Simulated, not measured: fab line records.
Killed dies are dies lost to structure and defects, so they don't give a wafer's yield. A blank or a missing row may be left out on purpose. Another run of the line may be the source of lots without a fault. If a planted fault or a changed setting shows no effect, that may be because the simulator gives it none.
Struck lot and sound lot, side by side -- flow n5_finfet -- 31 out of 1938 route steps
Sound: these wafers, L646.1, L646.3, L646.5. The struck wafers were L639.1, L639.3, L639.5. Last of all comes the cause.
Each step with rows lists, per side, the tool, then ch with its chambers, then its first start. Under that, the readings that differ: sound wafers -- struck wafers -- difference of the means -- sigmas: that difference in standard deviations of wafers without a fault.
alike: readings with means less than 2 such deviations apart, plus words and numbers identical on both sides. not compared: withheld readings, readings lacking a value on some wafer, bounds such as >300 that could conceal the same value, and numbers that have no deviation in the record and whose values overlap.
The two part at a step that has a row with sigmas, a row that says differs or no value, or rows on one side only. Non-overlapping numbers with no deviation appear without sigmas and do not part them. A reading missing from all wafers of one side parts the sides only when that side holds two or more wafers.

first, 11 steps without rows for these wafers: N5_BEOL_M0_SPUTTER_116 (material Cu, target thk 4 nm, time 7.37 s); N5_BEOL_M0_ANNEAL_117 (time 60 s); N5_BEOL_M0_SPUTTER_132 (material Cu, target thk 4 nm, time 7.37 s); N5_BEOL_M0_ANNEAL_133 (time 60 s); N5_BEOL_M0_SPUTTER_134 (material Cu, target thk 4 nm, time 7.37 s); N5_BEOL_M0_ANNEAL_135 (time 60 s); N5_BEOL_M0_SPUTTER_141 (material Cu, target thk 4 nm, time 7.37 s); N5_BEOL_M0_ECD_118 (material Cu, target thk 300 nm); N5_BEOL_M0_ANNEAL_119 (time 90 s); N5_BEOL_M0_CMP_120 (polishes, stops on SiOC, t overpolish 6.9 s); N5_BEOL_M0_PRE_CLEAN_131 (time 15 s).
N5_BEOL_M0_CO_CAP_123: material Co, precursor CCTBA/H2, target thk 2 nm, time 102.1 s.
  sound on cvd_co-01 ch 1,2, day 11 13:22; struck on cvd_co-02 ch 0,1, day 9 12:40
  alike: heater_power_w
then, 2 steps without rows for these wafers: N5_BEOL_M0_PRE_CLEAN_124 (time 15 s); N5_BEOL_M0_DEP_125 (deposits SiCN from 3MS/NH3, target thk 8 nm, time 14 s).
N5_BEOL_M0_INSPECT_127: inspects for defects (darkfield).
  sound on defect_inspect-01, day 11 13:35; struck on defect_inspect-01, day 9 12:53
reading,sound,struck,difference,sigmas
raw_defect_count,100 88 106,1204 1231 1246,+1129,+45
then, 12 steps without rows for these wafers: N5_BEOL_M1_ILD_DEP_00 (deposits SiOC from DEMS/O2, target thk 79 nm, time 15.3 s); N5_BEOL_M1_PECVD_72 (deposits SiO2 from TEOS/O2, target thk 16 nm, time 18 s); N5_BEOL_M1_HM_DEP_02 (deposits TiN, target thk 20 nm); N5_BEOL_M1_COAT_61 (time 60 s, resist thk 60 nm); N5_BEOL_M1_COAT_62 (time 60 s, resist thk 12 nm); N5_BEOL_M1_COAT_73 (time 60 s, resist thk 5 nm); N5_BEOL_M1_COAT_05 (resist thk 30 nm); N5_BEOL_M1_EBR_07; N5_BEOL_M1_SOFTBAKE_06 (time 60 s); N5_BEOL_M1_EXPOSE_08 (exposes mask M1); N5_BEOL_M1_PEB_09 (peb time 60 s); N5_BEOL_M1_DEVELOP_10 (develop time 30 s).
N5_BEOL_M1_INSPECT_13: inspects for defects (brightfield).
  sound on defect_inspect-01, day 11 14:54; struck on defect_inspect-01, day 9 14:59
reading,sound,struck,difference,sigmas
raw_defect_count,418 372 485,1681 1558 1847,+1270,+12
then, 1 step without rows for these wafers: N5_BEOL_M1_DESCUM_16 (chemistry O2, time 7 s).
-- record jumps: 8 days separate the struck wafers' starts on either side; left off in module BEOL_M1, taken up again in module BEOL_M4, whose first shown step is the route's number 1111 --
N5_BEOL_M4_RC_MEAS_101:
  sound on prober-01 ch 0, day 20 03:56; struck on prober-02 ch 0, day 17 15:15
  alike: DIBL_N, DIBL_P, IOFF_N, IOFF_P, ION_N, ION_P, SS_N, SS_P, VT_N, VT_P
-- a jump in the record: the struck wafers' starts before and after are 5 days apart (it breaks off in module BEOL_M4 and resumes in module PASSIVATION, where the first step shown is number 1936 of the route) --
N5_PASSIVATION_PROBE_49:
  sound on prober-01, day 24 12:24; struck on prober-01, day 22 19:18
reading,sound,struck,difference,sigmas
defect_limited_yield (%),90.9 90.0 91.8,82.1 89.7 85.4,-5.2,-3
killed_at_M0_to_M3,30 25 21,153 81 130,+96,+9
killed_dies,107 118 97,211 122 172,+61,+3
killed_on_rim,15 18 17,37 27 28,+14,+4
sort_bin_5_function (%),5.8 5.5 4.2,9.6 6.1 8.5,+2.9,+3
sort_n_pass,1073 1062 1083,969 1058 1008,-61,-3
sort_yield_pct (%),90.9 90.0 91.8,82.1 89.7 85.4,-5.2,-3
  alike: killed_at_M4_up, killed_at_contacts, killed_at_front_end, killed_at_other, killed_open, killed_short, sort_bin_6_memory

== WHERE THEY PART ==
Last at N5_PASSIVATION_PROBE_49 as far as this record goes, first at N5_BEOL_M0_INSPECT_127.

WHY: whatever the simulator had introduced
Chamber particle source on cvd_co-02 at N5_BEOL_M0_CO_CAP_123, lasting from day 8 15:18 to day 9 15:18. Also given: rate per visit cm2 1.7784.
